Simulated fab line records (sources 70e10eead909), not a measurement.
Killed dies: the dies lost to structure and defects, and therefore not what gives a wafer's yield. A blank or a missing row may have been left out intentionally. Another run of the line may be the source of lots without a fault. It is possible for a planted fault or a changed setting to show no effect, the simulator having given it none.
Which tool did it? ; flow nand-harc ; Sampling: 6 lots, 18 wafers, 5 of 1302 route steps

WHAT THE GAUGES READ, wafer by wafer
NHARC_END_SORT_01.
lot;measured;on;killed-at-array
L535;day 24 20:31;prober-02;79 83 76
L546;day 29 16:13;prober-02;29 18 26
L548;day 31 02:07;prober-02;32 42 33
L552;day 33 05:52;prober-01;50 64 54
L553;day 33 01:43;prober-02;49 43 44
L556;day 34 22:08;prober-01;45 44 53

WHAT TOOL EACH LOT RAN ON (gives the tool, then ch and the chambers of the sampled wafers, and finally the start)
lot;NHARC_A_STAIRCASE_DESCUM_312;NHARC_A_STAIRCASE_HM_OPEN_463;NHARC_A_STAIRCASE_ALD_415;NHARC_A_STAIRCASE_DEP_325
L535;rie-diel-01 ch 2,3, day 17 10:28;rie-diel-01 ch 1,2, day 17 13:06 or earlier;ald-hk-01 ch 0,2,3, day 17 13:06;pecvd-03 ch 0,2, day 18 21:23
L546;rie-diel-01 ch 1,2,3, day 22 06:13;rie-diel-01 ch 0,1,2, day 22 08:43 or earlier;ald-hk-01 ch 0,2,3, day 22 08:43;pecvd-03 ch 1,2, day 23 11:00
L548;rie-diel-10 ch 0,2,3, day 23 06:46;rie-diel-10 ch 1,2,3, day 23 08:50 or earlier;ald-hk-03 ch 2,3, day 23 08:50;pecvd-03 ch 0,1,2, day 24 11:27
L552;rie-diel-10 ch 0,1,2, day 25 04:39;rie-diel-10 ch 0,1,2, day 25 07:32 or earlier;ald-hk-03 ch 2,3, day 25 07:32;pecvd-01 ch 0,2, day 26 14:25
L553;rie-diel-10 ch 0,1,3, day 25 06:42;rie-diel-10 ch 0,2,3, day 25 08:49 or earlier;ald-hk-02 ch 1,2,3, day 25 08:49;pecvd-02 ch 0,1, day 26 14:28
L556;rie-diel-01 ch 0,1,3, day 27 02:40;rie-diel-01 ch 0,2,3, day 27 05:08 or earlier;ald-hk-01 ch 0,1,2, day 27 05:08;pecvd-03 ch 0,1,2, day 28 08:33
- NHARC_A_STAIRCASE_DESCUM_312: chemistry O2, time 3 s.
- NHARC_A_STAIRCASE_HM_OPEN_463: chemistry O2/COS.
- NHARC_A_STAIRCASE_ALD_415: deposits SiO2, target thk 30 nm, pulse time 6 s, ald cycles 300.
- NHARC_A_STAIRCASE_DEP_325: deposits SiO2, target thk 7200 nm.

THE ANSWER, worked out from the rows above alone
Rule: what is usual is taken from the lots themselves. Put in order of their means at a reading, lots are off if they are a third of the lots or fewer, leave a main group of 4 or more, and stand apart from it by a gap of 3 or more times the standard deviation of the main group's means; of several such gaps the widest counts. A main group is skipped when, at the precision printed for the reading in the tables above, its means are all equal. A lot without any number at a reading at which 4 lots or more have one is off too. Any other lot the step has rows for is counted as sound.
Across all readings shown, no lot is off: no conclusion can be drawn from this.

WHAT THE SIMULATOR PUT IN
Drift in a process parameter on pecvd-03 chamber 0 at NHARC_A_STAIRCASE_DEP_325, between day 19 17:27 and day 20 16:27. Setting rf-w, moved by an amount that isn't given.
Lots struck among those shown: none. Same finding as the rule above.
